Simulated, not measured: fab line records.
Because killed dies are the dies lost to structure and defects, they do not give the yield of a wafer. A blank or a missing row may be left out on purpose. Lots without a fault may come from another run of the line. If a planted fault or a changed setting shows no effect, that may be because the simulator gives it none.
Commonality check across tools | flow n5_finfet | Sampled: 9 lots, 26 wafers

## WHY IT WAS OPENED
At N5_MOL_CONTACT_COAG_CD_MEAS_40 the reading cd_nm is flagged on 3 of 9 lots. Fault-free wafers read 25.09 nm, with a standard deviation of 0.25.
Rule: flag the lot when none of its wafers has a number, or when each of its wafers that has one lies beyond 4 standard deviations from that mean. All remaining lots are regarded as sound.

lot  | measured     | on        | cd_nm (nm), wafer by wafer | flag
L627 | day 5 02:51  | cd_sem-01 | 25.01 25.46 25.33          |
L631 | day 6 04:38  | cd_sem-01 | 25.43 25.29 25.47          |
L633 | day 6 18:06  | cd_sem-03 | 25.23 25.62 25.34          |
L636 | day 7 08:31  | cd_sem-02 | 24.67 24.88                |
L637 | day 7 11:54  | cd_sem-02 | 26.39 26.49 26.25          | FLAGGED
L638 | day 7 20:53  | cd_sem-02 | 26.10 26.16 26.36          | FLAGGED
L641 | day 8 18:53  | cd_sem-01 | 26.13 26.13 26.14          | FLAGGED
L644 | day 9 10:42  | cd_sem-03 | 25.13 25.28 24.88          |
L650 | day 10 23:13 | cd_sem-01 | 25.18 25.32 25.21          |
The mean of the flagged lots' numbers is 26.24 nm, +1.15 nm from the usual (+5 standard deviations).

## WHICH TOOL EACH LOT WENT THROUGH
Before the reading, the record contains 3 process steps out of a 1938-step route. Cell contents, in order: the tool; ch with the chambers the sampled wafers went through; the start.
lot  | flag    | N5_MOL_CONTACT_COAG_ALD_27       | N5_MOL_CONTACT_COAG_STRIP_96      | N5_MOL_CONTACT_COAG_EXPOSE_37
L627 |         | ald_sin-04 ch 0,3, day 4 22:02   | rie_diel-01 ch 0,1,3, day 5 02:16 | euv_scanner-02 ch 0, day 5 02:44
L631 |         | ald_sin-02 ch 0,1,3, day 6 00:29 | rie_diel-03 ch 1,2, day 6 03:55   | euv_scanner-02 ch 0, day 6 04:29
L633 |         | ald_sin-04 ch 1,2,3, day 6 13:25 | rie_diel-03 ch 1,2,3, day 6 17:31 | euv_scanner-01 ch 0, day 6 17:58
L636 |         | ald_sin-03 ch 0,1, day 7 04:13   | rie_diel-01 ch 1,2, day 7 07:57   | euv_scanner-02 ch 0, day 7 08:24
L637 | FLAGGED | ald_sin-04 ch 0,1,2, day 7 07:41 | rie_diel-05 ch 0,2, day 7 11:19   | euv_scanner-02 ch 0, day 7 11:46
L638 | FLAGGED | ald_sin-04 ch 1,3, day 7 16:41   | rie_diel-05 ch 0,2,3, day 7 20:16 | euv_scanner-02 ch 0, day 7 20:44
L641 | FLAGGED | ald_sin-04 ch 0,1,3, day 8 14:23 | rie_diel-01 ch 0,1,3, day 8 18:10 | euv_scanner-02 ch 0, day 8 18:44
L644 |         | ald_sin-03 ch 0,3, day 9 06:28   | rie_diel-01 ch 1,3, day 9 09:59   | euv_scanner-01 ch 0, day 9 10:34
L650 |         | ald_sin-02 ch 1,3, day 10 18:56  | rie_diel-01 ch 1,3, day 10 22:30  | euv_scanner-01 ch 0, day 10 23:05
What is done by these steps:
- N5_MOL_CONTACT_COAG_ALD_27: deposits SiOC, target thk 17 nm, pulse time 1.5 s, time 2720 s.
- N5_MOL_CONTACT_COAG_STRIP_96: strips in N2/H2.
- N5_MOL_CONTACT_COAG_EXPOSE_37: exposes mask VD, defocus 0 nm.
- N5_MOL_CONTACT_COAG_CD_MEAS_40: target cd 25.1 nm.

## FLAGGED AGAINST TOTAL, ONE TOOL AT A TIME (gauges that did the reading follow at the end)
step                           | tool           | lots run | flagged | share of the flagged lots | sound lots run after its first flagged lot
N5_MOL_CONTACT_COAG_ALD_27     | ald_sin-02     | 2        | 0       | none                      | -
N5_MOL_CONTACT_COAG_ALD_27     | ald_sin-03     | 2        | 0       | none                      | -
N5_MOL_CONTACT_COAG_ALD_27     | ald_sin-04     | 5        | 3       | all                       | 0
N5_MOL_CONTACT_COAG_STRIP_96   | rie_diel-01    | 5        | 1       | some                      | 2 (L644,L650)
N5_MOL_CONTACT_COAG_STRIP_96   | rie_diel-03    | 2        | 0       | none                      | -
N5_MOL_CONTACT_COAG_STRIP_96   | rie_diel-05    | 2        | 2       | some                      | 0
N5_MOL_CONTACT_COAG_EXPOSE_37  | euv_scanner-01 | 3        | 0       | none                      | -
N5_MOL_CONTACT_COAG_EXPOSE_37  | euv_scanner-02 | 6        | 3       | all                       | 0
N5_MOL_CONTACT_COAG_CD_MEAS_40 | cd_sem-01      | 4        | 1       | some                      | 1 (L650)
N5_MOL_CONTACT_COAG_CD_MEAS_40 | cd_sem-02      | 3        | 2       | some                      | 0
N5_MOL_CONTACT_COAG_CD_MEAS_40 | cd_sem-03      | 2        | 0       | none                      | -

## WHAT IS ALLOWED BY THE TABLE
Table rows that saw every flagged lot: 2, namely ald_sin-04 at N5_MOL_CONTACT_COAG_ALD_27 and euv_scanner-02 at N5_MOL_CONTACT_COAG_EXPOSE_37.
- ald_sin-04 at N5_MOL_CONTACT_COAG_ALD_27: 3 of its 5 lots flagged. Last sound lot L633 at day 6 13:25, first flagged lot L637 at day 7 07:41; a fault beginning in between fits.
- euv_scanner-02 at N5_MOL_CONTACT_COAG_EXPOSE_37: 3 of its 6 lots flagged. Last sound lot L636 at day 7 08:24, first flagged lot L637 at day 7 11:46; a fault beginning in between fits. Its own readings lie more than 4 standard deviations out on every wafer of the flagged lots: exposure_dose_mJ_cm2.
A lot count leaves these 2 tools indistinguishable: every one of them fits a fault beginning at some hour. More lots, or a look at what each step does to the wafer, might.

## WHAT WAS PUT IN BY THE SIMULATOR
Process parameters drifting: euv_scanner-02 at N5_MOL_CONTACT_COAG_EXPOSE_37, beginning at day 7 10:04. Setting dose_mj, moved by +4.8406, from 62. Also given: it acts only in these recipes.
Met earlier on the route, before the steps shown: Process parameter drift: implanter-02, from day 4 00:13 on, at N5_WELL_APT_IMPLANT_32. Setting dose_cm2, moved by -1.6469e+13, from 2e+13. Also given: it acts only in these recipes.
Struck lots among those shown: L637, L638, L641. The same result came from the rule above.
